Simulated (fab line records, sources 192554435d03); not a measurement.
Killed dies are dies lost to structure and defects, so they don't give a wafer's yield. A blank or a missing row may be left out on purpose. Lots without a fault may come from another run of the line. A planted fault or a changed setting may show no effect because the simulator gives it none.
A struck lot beside a sound one | flow n5_finfet | 43 steps out of a route of 1938
Sound: wafers L187.2, L187.4, L187.6. Struck: wafer L200.4. (L200.1, L200.5 of the same lot were not struck and are left out.) The cause comes at the end.
At each step with rows: each side's tool, then ch and its chambers, then its first start. Under that, the readings that differ: sound wafers | struck wafers | difference of the means | sigmas: that difference in standard deviations of wafers without a fault.
alike: readings whose means differ by less than 2 such deviations, and words and numbers that are the same on both sides. not compared: withheld readings, readings that some wafer has no value for, bounds like >300 that may hide the same value, and numbers for which the record gives no deviation and whose values overlap.
The two part at a step that has a row with sigmas, a row that says differs or no value, or rows on one side only. Numbers that don't overlap but have no deviation are shown without sigmas and don't part them. A reading that every wafer of one side lacks parts them only if that side has two wafers or more.

first, 1 step without rows for these wafers: N5_SDB_CMP_30 (polishes, stops on poly-Si, t overpolish 1.54 s, target thk 30 nm).
N5_SDB_THK_MEAS_31:
  sound on film_metro-02, day 4 01:18; struck on film_metro-01, day 7 08:04
  alike: SDB_THK
N5_SDB_INSPECT_36: inspects for defects (darkfield).
  sound on defect_inspect-01, day 4 01:19; struck on defect_inspect-01, day 7 08:07
  alike: raw_defect_count
N5_DUMMY_REMOVAL_HM_STRIP_01: strips SiNx in CH3F/O2, stops on poly-Si, target depth 4 nm, time 6.8 s.
  sound on rie_diel-04 ch 0,3, day 4 01:22; struck on rie_diel-05 ch 2, day 7 08:08
  reading               | sound          | struck | difference | sigmas
  oes_product_au (a.u.) | 0.63 0.62 0.63 | 0.78   | +0.15      | +2
  alike: drypump_motor_current_A, rf_vpp_V, showerhead_plenum_p_Torr, throttle_valve_pct
  not compared: rf_hours_counter_h
then, 3 steps without rows for these wafers: N5_DUMMY_REMOVAL_STRIP_10 (strips in N2/H2, time 40 s); N5_DUMMY_REMOVAL_PRECLEAN_07 (cleans in dHF, time 30 s); N5_DUMMY_REMOVAL_DUMMY_REMOVE_02 (chemistry TMAH, target poly-Si, stops on SiO2, target depth 142 nm, time 57 s, rinse time 30 s).
N5_DUMMY_REMOVAL_INSPECT_06: inspects for defects (brightfield).
  sound on defect_inspect-01, day 4 01:34; struck on defect_inspect-02, day 7 08:20
  alike: raw_defect_count
then, 4 steps without rows for these wafers: N5_DUMMY_REMOVAL_PRECLEAN_08 (cleans in NF3:NH3, afs cycles 2, time 20 s, sublimation time 60 s); N5_DUMMY_REMOVAL_PRECLEAN_04 (cleans in DHF, time 37 s); N5_DUMMY_REMOVAL_SRD_05 (time 30 s); N5_HKMG_FIN_IL_REGROW_00 (material SiO2, chemistry O3, target thk 0.75 nm, time 30 s).
N5_HKMG_FIN_HK_ALD_01: deposits HfO2, target thk 1.6 nm, pulse time 3 s, purge time 3 s.
  sound on ald_hk-03 ch 1,3, day 4 01:55; struck on ald_hk-01 ch 2, day 7 08:42
  reading                                      | sound       | struck | difference | sigmas
  ald_cycles                                   | 30 30 30    | 13     | -17        |
  model.HfO2_of_HKMG_FIN_HK_ALD_01.thk_nm (nm) | 1.6 1.6 1.6 | 0.6    | -1.0       |
  alike: precursor_pulse_height_rel
then, 1 step without rows for these wafers: N5_HKMG_FIN_HK_ANNEAL_02 (time 30 s).
N5_HKMG_FIN_ALD_74: deposits La2O3, target thk 0.5 nm, pulse time 6 s, co reactant pulse time 1 s.
  sound on ald_hk-01 ch 0,2, day 4 02:27; struck on ald_hk-03 ch 0, day 7 09:11
  reading                    | sound             | struck | difference | sigmas
  precursor_pulse_height_rel | 0.981 1.020 1.022 | 0.958  | -0.050     | -2
  alike: heater_power_w
then, 9 steps without rows for these wafers: N5_HKMG_FIN_ALD_75 (deposits Al2O3, target thk 1 nm, co reactant pulse time 1 s); N5_HKMG_FIN_COAT_41 (time 60 s, resist thk 300 nm); N5_HKMG_FIN_COAT_42 (time 60 s, resist thk 35 nm); N5_HKMG_FIN_COAT_43 (resist thk 90 nm); N5_HKMG_FIN_EBR_45; N5_HKMG_FIN_SOFTBAKE_44 (time 60 s); N5_HKMG_FIN_EXPOSE_46 (exposes mask NDIPOLE); N5_HKMG_FIN_PEB_47 (peb time 60 s); N5_HKMG_FIN_DEVELOP_48 (develop time 30 s).
N5_HKMG_FIN_CD_MEAS_49: target cd 202 nm.
  sound on cd_sem-02 ch 0, day 4 03:00; struck on cd_sem-01 ch 0, day 7 09:37
  alike: cd_nm
N5_HKMG_FIN_OVL_MEAS_50:
  sound on overlay-02 ch 0, day 4 03:02; struck on overlay-02 ch 0, day 7 09:39
  alike: NDIPOLE_OVL
N5_HKMG_FIN_INSPECT_61: inspects for defects (macro).
  sound on defect_inspect-01, day 4 03:03; struck on defect_inspect-02, day 7 09:40
  alike: raw_defect_count
N5_HKMG_FIN_DESCUM_53: chemistry O2, time 7.9 s.
  sound on rie_diel-02 ch 0,2, day 4 03:17; struck on rie_diel-06 ch 2, day 7 09:58
  alike: drypump_motor_current_A, oes_product_au, rf_vpp_V, showerhead_plenum_p_Torr, throttle_valve_pct
  not compared: rf_hours_counter_h
then, 1 step without rows for these wafers: N5_HKMG_FIN_ETCH_54 (etches SiARC in CF4, target depth 45.5 nm, time 75.8 s).
N5_HKMG_FIN_ETCH_55: etches SOC in N2/H2, target depth 240 nm, time 300 s.
  sound on rie_diel-02 ch 0,2, day 4 03:22; struck on rie_diel-06 ch 2, day 7 10:03
  reading                         | sound          | struck | difference | sigmas
  drypump_motor_current_A (A)     | 5.3 6.2 6.2    | 5.1    | -0.8       | -2
  showerhead_plenum_p_Torr (Torr) | 2.42 2.45 2.45 | 2.63   | +0.19      | +2
  alike: oes_product_au, rf_vpp_V, throttle_valve_pct
  not compared: rf_hours_counter_h
then, 9 steps without rows for these wafers: N5_HKMG_FIN_STRIP_56 (strips in N2/H2); N5_HKMG_FIN_STRIP_57 (strips in CF4); N5_HKMG_FIN_ETCH_58 (etches SOC in N2/H2, target depth 215.8 nm, time 741 s); N5_HKMG_FIN_STRIP_93 (strips SOC in N2/H2, time 20 s); N5_HKMG_FIN_WET_ETCH_76 (etches Al2O3 in dNH4OH, stops on La2O3, target depth 2.25 nm, rinse time 30 s); N5_HKMG_FIN_STRIP_60 (strips in N2/H2, time 360 s); N5_HKMG_FIN_WET_ETCH_77 (etches La2O3 in dHCl, stops on HfO2, target depth 2 nm); N5_HKMG_FIN_WET_ETCH_78 (etches Al2O3 in dNH4OH, stops on La2O3, target depth 4.5 nm, rinse time 30 s); N5_HKMG_FIN_ALD_79 (deposits TiN, target thk 1.5 nm, pulse time 1 s, purge time 3 s).
N5_HKMG_FIN_CVD_62: deposits a-Si from Si2H6, target thk 3 nm, time 20.8 s.
  sound on thermal_cvd_si-01 ch 0,1, day 4 05:01; struck on thermal_cvd_si-01 ch 2, day 7 11:42
  alike: heater_power_w
then, 2 steps without rows for these wafers: N5_HKMG_FIN_RTA_80 (time 2 s); N5_HKMG_FIN_PRECLEAN_64 (cleans in dHF, time 30 s).
N5_HKMG_FIN_THK_MEAS_70: measures by xrf.
  sound on film_metro-02, day 4 05:42; struck on film_metro-01, day 7 12:32
  reading     | sound             | struck | difference | sigmas
  HK_THK (nm) | 1.576 1.582 1.606 | 0.688  | -0.900     | -47

WHERE THEY PART
First at N5_DUMMY_REMOVAL_HM_STRIP_01; last, within this record, at N5_HKMG_FIN_THK_MEAS_70.

WHY: what the simulator had put in
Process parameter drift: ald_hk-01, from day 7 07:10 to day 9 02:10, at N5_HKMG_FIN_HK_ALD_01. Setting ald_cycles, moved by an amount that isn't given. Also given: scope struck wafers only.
